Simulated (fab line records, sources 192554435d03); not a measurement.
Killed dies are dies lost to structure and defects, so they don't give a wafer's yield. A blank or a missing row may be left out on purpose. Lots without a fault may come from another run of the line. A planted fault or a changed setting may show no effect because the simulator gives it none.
Split-lot experiment | flow n5_finfet | 7 lots, 21 wafers read, on a route of 1938 steps

THE SPLIT
At N5_BEOL_M9_TRENCH_ETCH_37 (etches SiCOH lowk in C4F6/O2, target depth 151.43 nm, time 49 s), the setting time_s was moved away from the recipe's 49 s on 6 of the 21 wafers read, by -15.9% to +15.8%. The other wafers ran this setting at the recipe's value.

FROM THE SPLIT TO THE READING: what the file shows between them, 2 steps
- N5_BEOL_M9_ETCH_41: etches SiCN in CH3F/O2, target depth 36.6 nm, time 70.1 s
- N5_BEOL_M9_STRIP_80: strips in N2/H2, time 10 s

THE READING
trench_depth_nm, in nm, at N5_BEOL_M9_OCD_MEAS_38. Fault-free wafers of this fab line usually give 151 nm, standard deviation 3.8 nm.

wafer  | tool, chamber at the split | time_s as run, s | against the recipe | trench_depth_nm, nm | against lot-mates on the recipe
L074.4 | rie_diel-05, 2             | 49               | recipe             | 151                 | -
L074.5 | rie_diel-05, 0             | 49               | recipe             | 146                 | -
L074.6 | rie_diel-05, 3             | 49               | recipe             | 147                 | -
L075.2 | rie_diel-05, 2             | 45.92            | -6.3%              | 140                 | -11
L075.4 | rie_diel-05, 3             | 45.92            | -6.3%              | 138                 | -13
L075.6 | rie_diel-05, 2             | 49               | recipe             | 151                 | -
L078.2 | rie_diel-05, 3             | 41.19            | -15.9%             | 125                 | no lot-mate on the recipe
L078.3 | rie_diel-05, 1             | 41.19            | -15.9%             | 128                 | no lot-mate on the recipe
L078.5 | rie_diel-05, 2             | 41.19            | -15.9%             | 128                 | no lot-mate on the recipe
L080.4 | rie_diel-01, 3             | 49               | recipe             | 152                 | -
L080.5 | rie_diel-01, 1             | 49               | recipe             | 147                 | -
L080.6 | rie_diel-01, 2             | 49               | recipe             | 153                 | -
L083.2 | rie_diel-01, 1             | 49               | recipe             | 148                 | -
L083.3 | rie_diel-01, 2             | 49               | recipe             | 153                 | -
L083.4 | rie_diel-01, 3             | 49               | recipe             | 152                 | -
L085.2 | rie_diel-05, 3             | 49               | recipe             | 147                 | -
L085.3 | rie_diel-05, 0             | 49               | recipe             | 145                 | -
L085.4 | rie_diel-05, 2             | 49               | recipe             | 153                 | -
L086.3 | rie_diel-05, 1             | 49               | recipe             | 151                 | -
L086.5 | rie_diel-05, 2             | 56.74            | +15.8%             | 176                 | +26
L086.6 | rie_diel-05, 1             | 49               | recipe             | 150                 | -

THE FIT
A straight line over all 21 wafers: trench_depth_nm changes by +1.51 nm for each +1% of time_s; r = +0.97; the points scatter about the line by 2.6 nm.
The same after taking each lot's own level away (the mean of its wafers on the recipe; 18 wafers): +1.69 nm for each +1%; r = +0.95; scatter 2.4 nm.
On that fit, the largest move of time_s shifts the reading by 27 nm.
The lots' own levels span 148.0 to 151.0 nm, that is 0.8 times the standard deviation above.
So the lot-to-lot level changes the slope: the two fits differ.
Check: with one of the wafers moved furthest among these (+15.8%) left out of the fit, the line predicts +30.2 nm for it against its lot-mates. It came out at +25.5 nm against them.

OTHER SPLITS ON THESE WAFERS
These wafers also went through other splits before the reading. Each is held against what the fit with the lots' levels taken away leaves over:
other split on the same wafers | wafers away from the commonest value | r with trench_depth_nm (lot level and that fit taken away)
N5_BEOL_M6_ETCH_61 bias_w      | 12                                   | +0.24
N5_BEOL_M6_COAT_64 spin_rpm    | 6                                    | +0.17
N5_BEOL_M7_EXPOSE_25 dose_mj   | 9                                    | -0.09
N5_BEOL_M7_DESCUM_33 time_s    | 4                                    | -0.36
N5_BEOL_M7_DEP_56 time_s       | 10                                   | +0.03
N5_BEOL_M8_PECVD_70 temp_c     | 5                                    | +0.03

THE WHOLE CHAIN: every reading that the file lists as answering this split, in the file's order
step                      | what it does                                                       | reading                                                                      | change (the file's fit)              | r (the file's)
N5_BEOL_M9_TRENCH_ETCH_37 | etches SiCOH lowk in C4F6/O2, target depth 151.43 nm, time 49 s    | BEOL_M9.feature_depth_nm (the simulator's own value, which no gauge read)    | +1.63 nm for each +1% of the setting | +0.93
N5_BEOL_M9_TRENCH_ETCH_37 | etches SiCOH lowk in C4F6/O2, target depth 151.43 nm, time 49 s    | etch.depth_nm (the simulator's own value, which no gauge read)               | +1.63 nm for each +1% of the setting | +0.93
N5_BEOL_M9_OCD_MEAS_38    |                                                                    | trench_depth_nm                                                              | +1.63 nm for each +1% of the setting | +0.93
N5_BEOL_M9_CMP_52         | polishes, stops on SiCOH lowk, t overpolish 7 s, target thk 140 nm | Cu_of_BEOL_M9_ECD_50.thk_nm (the simulator's own value, which no gauge read) | +1.64 nm for each +1% of the setting | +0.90

THE FILE'S OWN FIT
trench_depth_nm changes by +1.63 nm for each +1% of time_s, r = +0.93.
